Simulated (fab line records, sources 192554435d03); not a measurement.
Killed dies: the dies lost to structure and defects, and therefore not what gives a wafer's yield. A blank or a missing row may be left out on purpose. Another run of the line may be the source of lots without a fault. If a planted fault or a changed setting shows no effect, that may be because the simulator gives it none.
8D (eight disciplines) problem report, filled in by code    flow n5_finfet    the parts of the form that need people (team, actions taken, sign-off) are left out

## 1. THE PROBLEM
raw_defect_count at N5_STI_FIN_REVEAL_INSPECT_13 reads a mean of 655 on 3 wafers of 1 lot; wafers without a fault read 11 with a standard deviation of 5.2. That is +99 or more standard deviations from the usual mean.
The step: inspects for defects (darkfield).
The first sign was on wafer L984.2 at day 6 07:46, on defect_inspect-01. The record has a number at this step for 27 wafers belonging to 9 lots. The rule behind "out" and "out of limits": a value lying over 4 standard deviations away from the usual mean. All remaining wafers that have a number are taken as sound.

## 2. WHAT IT IS; WHAT IT IS NOT
question                     is                      is not
which readings at this step  raw_defect_count        -
which lots                   L984                    L970, L974, L978, L979, L980, L982, L983, L991
which wafers of those lots   all that have a number  -
read on which gauges         defect_inspect-01       defect_inspect-02
when                         from day 6 07:46        up to then (21 sound wafers); but 3 sound wafers of L991 came after

## 3. WHAT RULES OUT EACH SUSPECT
Counting: a tool at any process step up to the reading remains a suspect when it ran all the lots that are out and ran no sound lot after the first of those.
- the gauge at N5_STI_FIN_REVEAL_INSPECT_13 is ruled out. All the wafers that are out were read on defect_inspect-01, but those of them that N5_PASSIVATION_PROBE_49 has rows for are out there too, on other tools.
- rie_si-05 at N5_FIN_CUT_CUT_ETCH_15 (etches Si in HBr/Cl2/O2, target depth 100 nm, bt time 10 s, time 42.4 s): kept. It ran the lot that is out, L984 (day 5 21:28), and no sound lot after that; its last sound lot up to then is L970 (day 2 11:52).
- rie_diel-04 at N5_STI_FIN_REVEAL_STRIP_24 (strips in N2/H2, time 90 s): kept. It ran the lot that is out, L984 (day 6 04:38), and no sound lot after that; its last sound lot up to then is L982 (day 5 16:23).
- remote_plasma-02 at N5_STI_FIN_REVEAL_PRECLEAN_32 (cleans in NF3:NH3, afs cycles 1, time 20 s, sublimation time 60 s): kept. It ran the lot that is out, L984 (day 6 07:09), and no sound lot after that; its last sound lot up to then is L980 (day 5 07:11).
The count leaves rie_si-05 at N5_FIN_CUT_CUT_ETCH_15, rie_diel-04 at N5_STI_FIN_REVEAL_STRIP_24, and remote_plasma-02 at N5_STI_FIN_REVEAL_PRECLEAN_32.

## 4. THE CAUSE (what the simulator had put in)
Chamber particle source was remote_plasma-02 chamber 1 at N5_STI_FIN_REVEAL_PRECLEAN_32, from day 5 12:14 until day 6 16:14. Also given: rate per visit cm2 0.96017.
After counting, 3 suspects remain, this tool included.

## 5. THE CHAIN OF EFFECTS, in route order
One row per reading whose mean, taken over the struck wafers that have a number, lies over 3 standard deviations from the usual. Only readings whose record carries a usual standard deviation are examined. hours: median over the lots of the time between each lot's start at the first step of this table that gives one and its start at this step. sigmas: the change, counted in usual standard deviations.
hours  step                          reading               usual   on struck wafers  change  sigmas
0      N5_STI_FIN_REVEAL_INSPECT_13  raw_defect_count      11      655               +644    +99 or more
293    N5_PASSIVATION_PROBE_49       defect_limited_yield  91.2 %  84.0              -7.2    -5.5
293    N5_PASSIVATION_PROBE_49       killed_at_front_end   39      135               +96     +8.0
293    N5_PASSIVATION_PROBE_49       killed_dies           104     188               +84     +5.6
293    N5_PASSIVATION_PROBE_49       killed_on_rim         14      26                +12     +3.2
293    N5_PASSIVATION_PROBE_49       sort_bin_5_function   5.2 %   9.7               +4.5    +5.1
293    N5_PASSIVATION_PROBE_49       sort_n_pass           1076    992               -84     -5.6
293    N5_PASSIVATION_PROBE_49       sort_yield_pct        91.2 %  84.0              -7.2    -5.5
It contains these process steps:
- N5_PASSIVATION_PROBE_49
Later measuring or inspecting steps at which every struck wafer that the step has a row for has a number for every such reading, and none has moved that far: N5_DUMMY_GATE_THK_MEAS_05, N5_BEOL_M4_RC_MEAS_101.

## 6. HOW IT WOULD HAVE BEEN CAUGHT EARLIER
Counted from the fault's start at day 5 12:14, it took 20 hours until the first out-of-limits reading at a measuring or inspecting step in this record, taken at day 6 07:46.
An alarm limit of 4 standard deviations would not have fired on the tool readings at N5_STI_FIN_REVEAL_PRECLEAN_32 for which the record gives a usual standard deviation, since none of them was out on any struck wafer.
All the lots that are out (1) had begun N5_STI_FIN_REVEAL_PRECLEAN_32 on remote_plasma-02 by day 6 07:46. None of them would have been spared by holding the tool at that moment.
